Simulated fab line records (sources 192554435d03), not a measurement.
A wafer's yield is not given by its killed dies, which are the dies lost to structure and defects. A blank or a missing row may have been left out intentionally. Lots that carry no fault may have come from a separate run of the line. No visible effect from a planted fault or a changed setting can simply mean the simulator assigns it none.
What tool caused it? || flow n5-finfet || 14 lots, 38 wafers sampled, at 3 steps of a route of 1938

## WHAT THE GAUGES SHOWED, per wafer
The record lacks any reading of a measuring or inspecting step that a usual standard deviation could be used to judge.

## WHICH TOOL RAN EACH LOT (tool, then ch and the chambers of the sampled wafers, then the start)
{"lot": "L929", "N5_BEOL_M9_ALD_74": "ald-metal-04 ch 1,2,3, day 9 23:29", "N5_PASSIVATION_ETCH_54": "rie-diel-03 ch 0,1,3, day 12 06:29", "N5_PASSIVATION_PROBE_49": "-"}
{"lot": "L931", "N5_BEOL_M9_ALD_74": "ald-metal-02 ch 0,1,3, day 9 23:44", "N5_PASSIVATION_ETCH_54": "rie-diel-02 ch 1,3, day 12 09:56", "N5_PASSIVATION_PROBE_49": "-"}
{"lot": "L934", "N5_BEOL_M9_ALD_74": "ald-metal-04 ch 0,2, day 11 04:17", "N5_PASSIVATION_ETCH_54": "rie-diel-04 ch 1,2, day 13 15:10", "N5_PASSIVATION_PROBE_49": "-"}
{"lot": "L937", "N5_BEOL_M9_ALD_74": "ald-metal-04 ch 1,2,3, day 11 23:10", "N5_PASSIVATION_ETCH_54": "rie-diel-03 ch 0,2,3, day 14 08:13", "N5_PASSIVATION_PROBE_49": "prober-02, day 14 11:01"}
{"lot": "L935", "N5_BEOL_M9_ALD_74": "ald-metal-03 ch 0,1, day 11 23:29", "N5_PASSIVATION_ETCH_54": "rie-diel-04 ch 1,2, day 14 09:16", "N5_PASSIVATION_PROBE_49": "-"}
{"lot": "L938", "N5_BEOL_M9_ALD_74": "ald-metal-04 ch 1,2,3, day 12 00:00", "N5_PASSIVATION_ETCH_54": "rie-diel-04 ch 1,2,3, day 14 14:02", "N5_PASSIVATION_PROBE_49": "-"}
{"lot": "L936", "N5_BEOL_M9_ALD_74": "ald-metal-03 ch 0,3, day 12 06:44", "N5_PASSIVATION_ETCH_54": "rie-diel-04 ch 0,2, day 14 20:09", "N5_PASSIVATION_PROBE_49": "-"}
{"lot": "L940", "N5_BEOL_M9_ALD_74": "ald-metal-02 ch 1,2, day 12 06:47", "N5_PASSIVATION_ETCH_54": "rie-diel-04 ch 1,2, day 14 17:22", "N5_PASSIVATION_PROBE_49": "prober-02, day 14 20:10"}
{"lot": "L939", "N5_BEOL_M9_ALD_74": "ald-metal-04 ch 0,3, day 13 03:15", "N5_PASSIVATION_ETCH_54": "rie-diel-04 ch 1,2, day 15 16:19", "N5_PASSIVATION_PROBE_49": "-"}
{"lot": "L941", "N5_BEOL_M9_ALD_74": "ald-metal-04 ch 0,3, day 13 21:44", "N5_PASSIVATION_ETCH_54": "rie-diel-04 ch 1,2,3, day 16 11:20", "N5_PASSIVATION_PROBE_49": "prober-02, day 16 14:07"}
{"lot": "L945", "N5_BEOL_M9_ALD_74": "ald-metal-02 ch 0,1,2, day 14 05:23", "N5_PASSIVATION_ETCH_54": "rie-diel-03 ch 1,2,3, day 16 15:14", "N5_PASSIVATION_PROBE_49": "-"}
{"lot": "L949", "N5_BEOL_M9_ALD_74": "ald-metal-04 ch 0,2,3, day 15 04:38", "N5_PASSIVATION_ETCH_54": "rie-diel-04 ch 1,2, day 17 15:59", "N5_PASSIVATION_PROBE_49": "prober-01, day 17 18:52"}
{"lot": "L950", "N5_BEOL_M9_ALD_74": "ald-metal-04 ch 1,3, day 15 12:17", "N5_PASSIVATION_ETCH_54": "rie-diel-02 ch 0,3, day 17 21:36", "N5_PASSIVATION_PROBE_49": "prober-01, day 18 00:23"}
{"lot": "L951", "N5_BEOL_M9_ALD_74": "ald-metal-02 ch 0,1,2, day 16 04:00", "N5_PASSIVATION_ETCH_54": "rie-diel-02 ch 0,2,3, day 18 08:18", "N5_PASSIVATION_PROBE_49": "prober-02, day 18 11:05"}
- N5_BEOL_M9_ALD_74: deposits TaN, target thk 2 nm, pulse time 2 s, purge time 3 s.
- N5_PASSIVATION_ETCH_54: etches SiO2 in CHF3/O2, target depth 880 nm, time 440 s.
- N5_PASSIVATION_PROBE_49

## AS READ BY THE TOOLS THEMSELVES (means over the sampled wafers that have a number; for cases with no such wafer, the mark the record gives instead)
N5_BEOL_M9_ALD_74.
{"lot": "L929", "tool": "ald-metal-04", "heater-power-w (W)": 453, "susceptor-temp-C (C)": 274.98}
{"lot": "L931", "tool": "ald-metal-02", "heater-power-w (W)": 402, "susceptor-temp-C (C)": 274.97}
{"lot": "L934", "tool": "ald-metal-04", "heater-power-w (W)": 414, "susceptor-temp-C (C)": 274.88}
{"lot": "L937", "tool": "ald-metal-04", "heater-power-w (W)": 458, "susceptor-temp-C (C)": 275.08}
{"lot": "L935", "tool": "ald-metal-03", "heater-power-w (W)": 466, "susceptor-temp-C (C)": 274.71}
{"lot": "L938", "tool": "ald-metal-04", "heater-power-w (W)": 455, "susceptor-temp-C (C)": 275.01}
{"lot": "L936", "tool": "ald-metal-03", "heater-power-w (W)": 414, "susceptor-temp-C (C)": 274.88}
{"lot": "L940", "tool": "ald-metal-02", "heater-power-w (W)": 440, "susceptor-temp-C (C)": 274.86}
{"lot": "L939", "tool": "ald-metal-04", "heater-power-w (W)": 414, "susceptor-temp-C (C)": 275.00}
{"lot": "L941", "tool": "ald-metal-04", "heater-power-w (W)": 414, "susceptor-temp-C (C)": 275.14}
{"lot": "L945", "tool": "ald-metal-02", "heater-power-w (W)": 420, "susceptor-temp-C (C)": 274.91}
{"lot": "L949", "tool": "ald-metal-04", "heater-power-w (W)": 428, "susceptor-temp-C (C)": 275.09}
{"lot": "L950", "tool": "ald-metal-04", "heater-power-w (W)": 446, "susceptor-temp-C (C)": 275.01}
{"lot": "L951", "tool": "ald-metal-02", "heater-power-w (W)": 417, "susceptor-temp-C (C)": 275.09}

N5_PASSIVATION_ETCH_54.
{"lot": "L929", "tool": "rie-diel-03", "bias-w (W)": 170.1, "drypump-motor-current-A (A)": 5.4, "oes-product-au (a.u.)": 0.81, "rf-vpp-V (V)": 524, "showerhead-plenum-p-Torr (Torr)": 2.33, "throttle-valve-pct (%)": 18.96}
{"lot": "L931", "tool": "rie-diel-02", "bias-w (W)": 170.1, "drypump-motor-current-A (A)": 6.2, "oes-product-au (a.u.)": 0.84, "rf-vpp-V (V)": 510, "showerhead-plenum-p-Torr (Torr)": 2.42, "throttle-valve-pct (%)": 18.62}
{"lot": "L934", "tool": "rie-diel-04", "bias-w (W)": 170.2, "drypump-motor-current-A (A)": 6.0, "oes-product-au (a.u.)": 0.80, "rf-vpp-V (V)": 513, "showerhead-plenum-p-Torr (Torr)": 2.38, "throttle-valve-pct (%)": 18.66}
{"lot": "L937", "tool": "rie-diel-03", "bias-w (W)": 170.2, "drypump-motor-current-A (A)": 5.5, "oes-product-au (a.u.)": 0.77, "rf-vpp-V (V)": 525, "showerhead-plenum-p-Torr (Torr)": 2.32, "throttle-valve-pct (%)": 18.89}
{"lot": "L935", "tool": "rie-diel-04", "bias-w (W)": 170.5, "drypump-motor-current-A (A)": 5.9, "oes-product-au (a.u.)": 0.80, "rf-vpp-V (V)": 512, "showerhead-plenum-p-Torr (Torr)": 2.37, "throttle-valve-pct (%)": 18.66}
{"lot": "L938", "tool": "rie-diel-04", "bias-w (W)": 170.2, "drypump-motor-current-A (A)": 6.1, "oes-product-au (a.u.)": 0.82, "rf-vpp-V (V)": 518, "showerhead-plenum-p-Torr (Torr)": 2.40, "throttle-valve-pct (%)": 18.72}
{"lot": "L936", "tool": "rie-diel-04", "bias-w (W)": 169.9, "drypump-motor-current-A (A)": 5.7, "oes-product-au (a.u.)": 0.77, "rf-vpp-V (V)": 509, "showerhead-plenum-p-Torr (Torr)": 2.37, "throttle-valve-pct (%)": 18.91}
{"lot": "L940", "tool": "rie-diel-04", "bias-w (W)": 169.9, "drypump-motor-current-A (A)": 6.0, "oes-product-au (a.u.)": 0.79, "rf-vpp-V (V)": 511, "showerhead-plenum-p-Torr (Torr)": 2.38, "throttle-valve-pct (%)": 18.67}
{"lot": "L939", "tool": "rie-diel-04", "bias-w (W)": 170.0, "drypump-motor-current-A (A)": 5.9, "oes-product-au (a.u.)": 0.78, "rf-vpp-V (V)": 513, "showerhead-plenum-p-Torr (Torr)": 2.36, "throttle-valve-pct (%)": 18.70}
{"lot": "L941", "tool": "rie-diel-04", "bias-w (W)": 169.9, "drypump-motor-current-A (A)": 6.1, "oes-product-au (a.u.)": 0.81, "rf-vpp-V (V)": 518, "showerhead-plenum-p-Torr (Torr)": 2.40, "throttle-valve-pct (%)": 18.74}
{"lot": "L945", "tool": "rie-diel-03", "bias-w (W)": 169.8, "drypump-motor-current-A (A)": 5.5, "oes-product-au (a.u.)": 0.85, "rf-vpp-V (V)": 530, "showerhead-plenum-p-Torr (Torr)": 2.41, "throttle-valve-pct (%)": 18.87}
{"lot": "L949", "tool": "rie-diel-04", "bias-w (W)": 169.7, "drypump-motor-current-A (A)": 5.9, "oes-product-au (a.u.)": 0.77, "rf-vpp-V (V)": 513, "showerhead-plenum-p-Torr (Torr)": 2.35, "throttle-valve-pct (%)": 18.72}
{"lot": "L950", "tool": "rie-diel-02", "bias-w (W)": 170.4, "drypump-motor-current-A (A)": 5.7, "oes-product-au (a.u.)": 0.81, "rf-vpp-V (V)": 523, "showerhead-plenum-p-Torr (Torr)": 2.49, "throttle-valve-pct (%)": 18.67}
{"lot": "L951", "tool": "rie-diel-02", "bias-w (W)": 170.4, "drypump-motor-current-A (A)": 5.6, "oes-product-au (a.u.)": 0.79, "rf-vpp-V (V)": 520, "showerhead-plenum-p-Torr (Torr)": 2.43, "throttle-valve-pct (%)": 18.77}

N5_PASSIVATION_PROBE_49.
{"lot": "L937", "tool": "prober-02", "defect-limited-yield (%)": 90.8, "killed_at_M0_to_M3": 31, "killed_at_M4_up": 11, "killed-at-contacts": 17, "killed-at-front-end": 48, "killed-at-other": 1.7, "killed-dies": 108, "killed-open": 70, "killed-short": 35, "sort_bin_5_function (%)": 5.2, "sort_bin_6_memory (%)": 3.4, "sort_bin_8_speed (%)": 0.00, "sort-n-pass": 1072, "sort-yield-pct (%)": 90.8}
{"lot": "L940", "tool": "prober-02", "defect-limited-yield (%)": 91.7, "killed_at_M0_to_M3": 22, "killed_at_M4_up": 12, "killed-at-contacts": 22, "killed-at-front-end": 37, "killed-at-other": 3.7, "killed-dies": 97, "killed-open": 67, "killed-short": 30, "sort_bin_5_function (%)": 4.6, "sort_bin_6_memory (%)": 3.5, "sort_bin_8_speed (%)": 0.00, "sort-n-pass": 1083, "sort-yield-pct (%)": 91.7}
{"lot": "L941", "tool": "prober-02", "defect-limited-yield (%)": 90.9, "killed_at_M0_to_M3": 40, "killed_at_M4_up": 13, "killed-at-contacts": 7, "killed-at-front-end": 41, "killed-at-other": 5.7, "killed-dies": 107, "killed-open": 66, "killed-short": 38, "sort_bin_5_function (%)": 5.0, "sort_bin_6_memory (%)": 3.7, "sort_bin_8_speed (%)": 0.00, "sort-n-pass": 1073, "sort-yield-pct (%)": 90.9}
{"lot": "L949", "tool": "prober-01", "defect-limited-yield (%)": 89.1, "killed_at_M0_to_M3": 28, "killed_at_M4_up": 50, "killed-at-contacts": 16, "killed-at-front-end": 31, "killed-at-other": 3.3, "killed-dies": 129, "killed-open": 57, "killed-short": 31, "sort_bin_5_function (%)": 6.7, "sort_bin_6_memory (%)": 3.4, "sort_bin_8_speed (%)": 0.00, "sort-n-pass": 1051, "sort-yield-pct (%)": 89.1}
{"lot": "L950", "tool": "prober-01", "defect-limited-yield (%)": 84.6, "killed_at_M0_to_M3": 34, "killed_at_M4_up": 71, "killed-at-contacts": 11, "killed-at-front-end": 60, "killed-at-other": 7.5, "killed-dies": 182, "killed-open": 79, "killed-short": 36, "sort_bin_5_function (%)": 9.3, "sort_bin_6_memory (%)": 4.4, "sort_bin_8_speed (%)": 0.00, "sort-n-pass": 998, "sort-yield-pct (%)": 84.6}
{"lot": "L951", "tool": "prober-02", "defect-limited-yield (%)": 90.5, "killed_at_M0_to_M3": 42, "killed_at_M4_up": 13, "killed-at-contacts": 15, "killed-at-front-end": 42, "killed-at-other": 0.3, "killed-dies": 112, "killed-open": 74, "killed-short": 36, "sort_bin_5_function (%)": 5.4, "sort_bin_6_memory (%)": 3.7, "sort_bin_8_speed (%)": 0.00, "sort-n-pass": 1068, "sort-yield-pct (%)": 90.5}

## THE ANSWER, worked out from the rows above alone
Rule: the usual values come from the lots themselves. The widest of any qualifying gaps counts: lots, ordered by their means at a reading, are off when they make up no more than a third of the lots, leave a main group of 4 or more, and stand apart from it by 3 or more times the standard deviation of that group's means. A main group whose means are all the same, to the digits that the tables above print for the reading, isn't used. A lot without any number at a reading at which 4 lots or more have one is off too. Where the step has rows for the other lots, those lots are counted as sound. First the gauges in route order, then the tools' own readings, where a lot's mean is used as printed above. The first step at which some lot is off is used, and at that step the reading that is off furthest; a lot without a number counts as furthest.
Off, at N5_PASSIVATION_PROBE_49 on killed_at_M4_up: L949, L950. Mean 12 and standard deviation 0.83 in the main group. Neither off nor sound, because the step has no rows for them: L929, L931, L934, L935, L938, L936, L939, L945.
If a tool, at that step or one of the process steps before it, ran each lot that is off and ran no sound lot following the first of them, it fits. Can't be told from this: 2 tools fit, ald-metal-04 at N5_BEOL_M9_ALD_74, prober-01 at N5_PASSIVATION_PROBE_49.

## WHAT HAD BEEN PUT IN BY THE SIMULATOR
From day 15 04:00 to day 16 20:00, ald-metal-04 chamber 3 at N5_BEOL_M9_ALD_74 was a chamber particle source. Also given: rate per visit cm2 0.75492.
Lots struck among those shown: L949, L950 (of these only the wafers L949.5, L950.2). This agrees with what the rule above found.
